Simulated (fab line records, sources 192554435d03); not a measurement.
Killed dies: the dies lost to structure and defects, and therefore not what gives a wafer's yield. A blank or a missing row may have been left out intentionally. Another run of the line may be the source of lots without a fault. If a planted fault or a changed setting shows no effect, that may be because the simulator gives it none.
Matching of chambers	flow n5-finfet	N5_HKMG_FIN_ALD_75 on ald-hk-01 has 4 sister chambers
The step deposits Al2O3, target thk 1 nm, co reactant pulse time 1 s. 18 wafers are shown with their chamber, then 9 later ones without.

EACH WAFER AND ITS CHAMBER
wafer	chamber	heater-power-w (W)	heater-power-outer-w (W)	precursor-pulse-height-rel
L076.3	1	159	87	1.025
L076.4	2	146	77	0.968
L076.5	2	146	76	0.991
L081.2	2	145	78	0.981
L081.3	1	159	88	1.038
L081.5	2	142	77	0.988
L087.3	1	157	91	0.961
L087.4	0	144	76	0.988
L087.5	1	161	89	1.017
L093.3	3	167	84	1.007
L093.5	1	160	90	1.008
L093.6	0	147	77	1.026
L094.2	1	163	91	0.990
L094.3	0	145	77	1.023
L094.6	3	174	86	1.022
L095.1	0	141	79	0.999
L095.2	2	144	77	0.960
L095.3	3	171	86	0.972

SIGNATURES, as means of the wafers listed above
reading	chamber 0	chamber 1	chamber 2	chamber 3	scatter within a chamber
heater-power-w	144.25	159.83	144.60	170.67	2.32
heater-power-outer-w	77.25	89.33	77.00	85.33	1.27
precursor-pulse-height-rel	1.00900	1.00650	0.97760	1.00033	0.0221
Rule: a wafer lies at a distance from a chamber equal to the root of the sum of squares, over the readings, of (its reading less the chamber's mean, divided by the reading's scatter). The wafer belongs to the nearest chamber; if the next one is less than 2 further off, it can't be placed. The scatter: the root of (the sum of the squares of (reading less its chamber's mean) over the shown wafers, divided by (wafers less chambers)).

WAFERS WHOSE CHAMBER IS MISSING
wafer	heater-power-w (W)	heater-power-outer-w (W)	precursor-pulse-height-rel
L095.4	160	91	0.958
L095.5	147	76	1.004
L095.6	157	88	1.003
L096.1	140	77	1.003
L096.2	166	86	0.973
L096.4	141	78	1.020
L097.3	160	91	1.015
L097.5	144	77	0.977
L097.6	163	88	0.963

WHICH CHAMBER EACH ONE RAN IN
wafer	from the rows above	in truth
L095.4	1	1
L095.5	can't be placed: 0 or 2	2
L095.6	1	1
L096.1	can't be placed: 0 or 2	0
L096.2	can't be placed: 3 or 1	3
L096.4	can't be placed: 0 or 2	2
L097.3	1	1
L097.5	can't be placed: 2 or 0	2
L097.6	can't be placed: 1 or 3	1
3 of 9 placed correctly. Cannot be placed on the basis of these rows: 6; the candidates contain the true chamber in 6. 0 placed wrongly.
